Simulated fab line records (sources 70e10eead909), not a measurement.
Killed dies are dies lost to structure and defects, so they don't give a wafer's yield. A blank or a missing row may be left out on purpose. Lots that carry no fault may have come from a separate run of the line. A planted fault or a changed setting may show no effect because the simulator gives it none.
A struck lot beside a sound one :: flow nand_harc :: 15 out of 1159 route steps
Sound: the wafers L601.4, L601.5, L601.6. Wafers struck: L606.1, L606.2, L606.4. At the end, the cause is stated.
For every step that has rows: the tool of each side, followed by ch and its chambers, followed by its first start. Under that, the readings that differ: sound wafers :: struck wafers :: difference of the means :: sigmas: that difference in standard deviations of wafers without a fault.
alike: readings with means less than 2 such deviations apart, plus words and numbers identical on both sides. not compared: withheld readings, readings lacking a value on some wafer, bounds such as >300 that could conceal the same value, and numbers that have no deviation in the record and whose values overlap.
Wherever a step has rows on one side only, a row that says differs or no value, or a row with sigmas, the two part there. When numbers do not overlap yet have no deviation, they are printed without sigmas and do not part them. Lack of a reading on every wafer of one side parts them only where that side has two or more wafers.

NHARC_A_M1_PRE_CLEAN_32: time 12 s.
  sound on pecvd-02 ch 0,1,2, day 21 21:36; struck on pecvd-04 ch 0,1,2, day 23 06:47
  alike: heater_power_w
NHARC_A_M1_DEP_33: deposits SiCN, target thk 30 nm.
  sound on pecvd-02 ch 0,1,2, day 21 21:46; struck on pecvd-04 ch 0,1,2, day 23 06:52
  alike: heater_power_w, showerhead_vpp_V
NHARC_A_BONDPAD_DEP_00: deposits SiCN, target thk 250 nm.
  sound on pecvd-01 ch 0,1,2, day 21 22:20; struck on pecvd-01 ch 1,2, day 23 07:25
  alike: heater_power_w, showerhead_vpp_V
NHARC_A_BONDPAD_CMP_29: polishes SiCN, target thk 200 nm.
  sound on cmp-03 ch 0,1,3, day 21 22:40; struck on cmp-01 ch 1,2,3, day 23 07:50
  alike: edge_zone_pressure_frac, motor_current_A
NHARC_A_BONDPAD_THK_MEAS_30: measures by ellipsometry.
  sound: film_metro-01 at day 21 22:52; struck: film_metro-01 at day 23 08:04
  alike: thk_nm
then, 7 steps without rows for these wafers: NHARC_A_BONDPAD_SRD_31; NHARC_A_BONDPAD_DEHYDRATE_01 (time 120 s); NHARC_A_BONDPAD_HMDS_02 (time 30 s); NHARC_A_BONDPAD_COAT_33 (time 65 s); NHARC_A_BONDPAD_COAT_03 (resist thk 600 nm); NHARC_A_BONDPAD_SOFTBAKE_04 (time 70 s); NHARC_A_BONDPAD_EBR_05.
NHARC_A_BONDPAD_EXPOSE_06: exposes mask A BPAD.
  sound on krf_scanner-04 ch 0, day 21 23:17; struck on krf_scanner-02 ch 0, day 23 08:29
reading: exposure_dose_mJ_cm2
sound: 36.92 36.99 36.94
struck: 39.14 39.22 39.17
difference: +2.23
sigmas: +49
  alike: mask
then, 1 step without rows for these wafers: NHARC_A_BONDPAD_PEB_07 (peb time 80 s).
NHARC_END_SORT_01:
  the record has rows for the sound wafers here (prober-02 ch 0, day 23 08:35) and none for the struck ones

== WHERE THEY PART ==
At NHARC_A_BONDPAD_EXPOSE_06 first; at NHARC_END_SORT_01 last (within this record only).

WHY: whatever the simulator had introduced
Process parameters drifting: krf_scanner-02 at NHARC_A_BONDPAD_EXPOSE_06, beginning at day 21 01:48. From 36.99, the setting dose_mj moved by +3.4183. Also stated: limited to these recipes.
